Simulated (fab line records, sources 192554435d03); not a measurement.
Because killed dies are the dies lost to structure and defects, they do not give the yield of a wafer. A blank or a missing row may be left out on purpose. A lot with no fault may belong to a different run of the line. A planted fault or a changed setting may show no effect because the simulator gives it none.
Matching of chambers / flow n5Finfet / N5_FIN_SAQP_ETCH_34 on rieDiel-05: 4 sister chambers
The step etches SiO2 in C4F6/O2, target depth 45 nm, time 15 s. 14 wafers are shown with their chamber, then 7 later ones without.

== WAFERS, EACH WITH ITS CHAMBER ==
wafer=L075.3; chamber=1; drypumpMotorCurrentA (A)=5.3; throttleValvePct (%)=20.87; showerheadPlenumPTorr (Torr)=2.78
wafer=L075.4; chamber=0; drypumpMotorCurrentA (A)=5.6; throttleValvePct (%)=21.16; showerheadPlenumPTorr (Torr)=2.84
wafer=L075.6; chamber=1; drypumpMotorCurrentA (A)=5.2; throttleValvePct (%)=20.87; showerheadPlenumPTorr (Torr)=2.78
wafer=L079.1; chamber=0; drypumpMotorCurrentA (A)=5.7; throttleValvePct (%)=21.21; showerheadPlenumPTorr (Torr)=2.84
wafer=L079.3; chamber=3; drypumpMotorCurrentA (A)=5.9; throttleValvePct (%)=21.06; showerheadPlenumPTorr (Torr)=2.75
wafer=L079.5; chamber=1; drypumpMotorCurrentA (A)=5.2; throttleValvePct (%)=20.87; showerheadPlenumPTorr (Torr)=2.77
wafer=L081.2; chamber=1; drypumpMotorCurrentA (A)=5.2; throttleValvePct (%)=20.88; showerheadPlenumPTorr (Torr)=2.77
wafer=L081.5; chamber=1; drypumpMotorCurrentA (A)=5.2; throttleValvePct (%)=20.90; showerheadPlenumPTorr (Torr)=2.77
wafer=L081.6; chamber=0; drypumpMotorCurrentA (A)=5.6; throttleValvePct (%)=21.22; showerheadPlenumPTorr (Torr)=2.83
wafer=L085.4; chamber=1; drypumpMotorCurrentA (A)=5.2; throttleValvePct (%)=20.89; showerheadPlenumPTorr (Torr)=2.77
wafer=L085.5; chamber=3; drypumpMotorCurrentA (A)=5.9; throttleValvePct (%)=21.05; showerheadPlenumPTorr (Torr)=2.74
wafer=L085.6; chamber=2; drypumpMotorCurrentA (A)=5.1; throttleValvePct (%)=20.70; showerheadPlenumPTorr (Torr)=2.72
wafer=L090.1; chamber=2; drypumpMotorCurrentA (A)=5.1; throttleValvePct (%)=20.73; showerheadPlenumPTorr (Torr)=2.72
wafer=L090.3; chamber=0; drypumpMotorCurrentA (A)=5.6; throttleValvePct (%)=21.24; showerheadPlenumPTorr (Torr)=2.82

SIGNATURES (means of the wafers above)
reading=drypumpMotorCurrentA; chamber 0=5.625; chamber 1=5.217; chamber 2=5.100; chamber 3=5.900; scatter within a chamber=0.0398
reading=throttleValvePct; chamber 0=21.2075; chamber 1=20.8800; chamber 2=20.7150; chamber 3=21.0550; scatter within a chamber=0.0219
reading=showerheadPlenumPTorr; chamber 0=2.8325; chamber 1=2.7733; chamber 2=2.7200; chamber 3=2.7450; scatter within a chamber=0.00677
Rule: a wafer's distance from a chamber is the root of the sum, over the readings, of the square of ((its reading less the chamber's mean) divided by the reading's scatter). The wafer belongs to the nearest chamber; if the next one is less than 2 further off, it can't be placed. The scatter: take each reading less its chamber's mean, square it, sum over the shown wafers, divide by the number of wafers less the number of chambers, and take the root.

== WAFERS WHOSE CHAMBER IS MISSING ==
wafer=L090.4; drypumpMotorCurrentA (A)=5.2; throttleValvePct (%)=20.91; showerheadPlenumPTorr (Torr)=2.76
wafer=L095.2; drypumpMotorCurrentA (A)=5.6; throttleValvePct (%)=21.25; showerheadPlenumPTorr (Torr)=2.82
wafer=L095.4; drypumpMotorCurrentA (A)=5.1; throttleValvePct (%)=20.72; showerheadPlenumPTorr (Torr)=2.72
wafer=L095.6; drypumpMotorCurrentA (A)=5.2; throttleValvePct (%)=20.95; showerheadPlenumPTorr (Torr)=2.76
wafer=L097.4; drypumpMotorCurrentA (A)=5.2; throttleValvePct (%)=20.92; showerheadPlenumPTorr (Torr)=2.76
wafer=L097.5; drypumpMotorCurrentA (A)=5.1; throttleValvePct (%)=20.73; showerheadPlenumPTorr (Torr)=2.71
wafer=L097.6; drypumpMotorCurrentA (A)=5.9; throttleValvePct (%)=21.11; showerheadPlenumPTorr (Torr)=2.73

== EACH ONE'S CHAMBER ==
wafer=L090.4; from the rows above=1; in truth=1
wafer=L095.2; from the rows above=0; in truth=0
wafer=L095.4; from the rows above=2; in truth=2
wafer=L095.6; from the rows above=1; in truth=1
wafer=L097.4; from the rows above=1; in truth=1
wafer=L097.5; from the rows above=2; in truth=2
wafer=L097.6; from the rows above=3; in truth=3
7 of 7 placed correctly. From these rows, 0 cannot be placed. Wrongly placed: 0.
